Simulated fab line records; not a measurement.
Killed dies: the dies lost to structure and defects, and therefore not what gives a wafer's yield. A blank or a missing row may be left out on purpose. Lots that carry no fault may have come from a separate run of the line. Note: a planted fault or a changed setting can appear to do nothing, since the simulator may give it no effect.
Chamber matching | flow nand harc | 4 sister chambers for NHARC_A_CONTACT_ETCH_92 on rie diel-09
The step etches the open film in CH3F/O2, target depth 40 nm, time 85.7 s. 4 wafers are shown with their chamber, then 12 later ones without.

WAFERS PAIRED WITH THEIR CHAMBERS
wafer  | chamber | showerhead plenum p Torr (Torr)
L090.3 | 0       | 2.60
L087.1 | 2       | 2.65
L087.2 | 1       | 2.32
L087.3 | 3       | 2.42

WAFERS WHOSE CHAMBER IS MISSING
wafer  | showerhead plenum p Torr (Torr)
L091.1 | 2.42
L091.5 | 2.65
L091.6 | 2.32
L092.1 | 2.65
L092.2 | 2.32
L092.5 | 2.65
L095.1 | 2.65
L095.3 | 2.59
L095.4 | 2.31
L093.2 | 2.31
L093.4 | 2.41
L093.6 | 2.59

EACH ONE'S CHAMBER
wafer  | from the rows above | in truth
L091.1 | 3                   | 3
L091.5 | 2                   | 2
L091.6 | 1                   | 1
L092.1 | 2                   | 2
L092.2 | 1                   | 1
L092.5 | 2                   | 2
L095.1 | 2                   | 2
L095.3 | 0                   | 0
L095.4 | 1                   | 1
L093.2 | 1                   | 1
L093.4 | 3                   | 3
L093.6 | 0                   | 0
Correctly placed: 12 of 12. Left unplaced by these rows: 0. Placed wrongly: 0.
How it was worked out, from the rows above alone: a wafer's distance from a chamber is the root of the sum, over the readings, of the square of ((its reading less the chamber's mean) divided by the reading's scatter). If the next closest chamber is less than 2 further off than the closest, the wafer can't be placed; otherwise it belongs to the closest. The mean given for a chamber averages the wafers shown for that chamber. The scatter (one wafer shown for each chamber): square how far every hidden wafer sits from the nearest shown wafer, average those squares and take the square root.
